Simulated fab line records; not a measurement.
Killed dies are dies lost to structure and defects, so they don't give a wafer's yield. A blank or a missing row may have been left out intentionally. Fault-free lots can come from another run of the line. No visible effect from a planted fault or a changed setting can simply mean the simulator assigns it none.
What tool caused it? + flow nandHarc + at 1 step of a route of 1159, 12 lots with 36 wafers sampled

WHAT THE GAUGES READ, wafer by wafer
NHARC_A_ONON_D1_THK_MEAS_30: measures by ellipsometry.
| lot  | measured     | on           | thkNm (nm)     |
|------|--------------|--------------|----------------|
| L075 | day 8 14:37  | filmMetro-01 | 1004 1004 1002 |
| L079 | day 8 20:47  | filmMetro-01 | 999 999 1001   |
| L078 | day 9 03:41  | filmMetro-02 | 1016 1016 1015 |
| L081 | day 9 22:41  | filmMetro-02 | 995 997 998    |
| L083 | day 10 09:38 | filmMetro-01 | 1012 1013 1013 |
| L086 | day 11 05:16 | filmMetro-02 | 1001 1002 1005 |
| L087 | day 11 05:25 | filmMetro-02 | 1008 1006 1008 |
| L089 | day 11 22:33 | filmMetro-01 | 990 989 992    |
| L091 | day 12 03:32 | filmMetro-01 | 990 990 992    |
| L093 | day 12 18:25 | filmMetro-01 | 1012 1011 1012 |
| L097 | day 13 17:40 | filmMetro-02 | 983 983 984    |
| L096 | day 14 04:00 | filmMetro-02 | 991 994 994    |

TOOL THAT RAN EACH LOT (tool first, then ch and the chambers of the sampled wafers, then the start)
Before these readings, the record contains no process step.

THE ANSWER, worked out from the rows above alone
Rule: the usual values come from the lots themselves. Put in order of their means at a reading, lots are off if they are a third of the lots or fewer, leave a main group of 4 or more, and stand apart from it by a gap of 3 or more times the standard deviation of the main group's means; of several such gaps the widest counts. The tables above print the reading to a certain number of digits; a main group whose means all agree to those digits is not used. A lot without any number at a reading at which 4 lots or more have one is off too. Any other lot the step has rows for is counted as sound.
None of the lots is off at any reading shown; this tells nothing.

WHAT THE SIMULATOR HAD PUT IN
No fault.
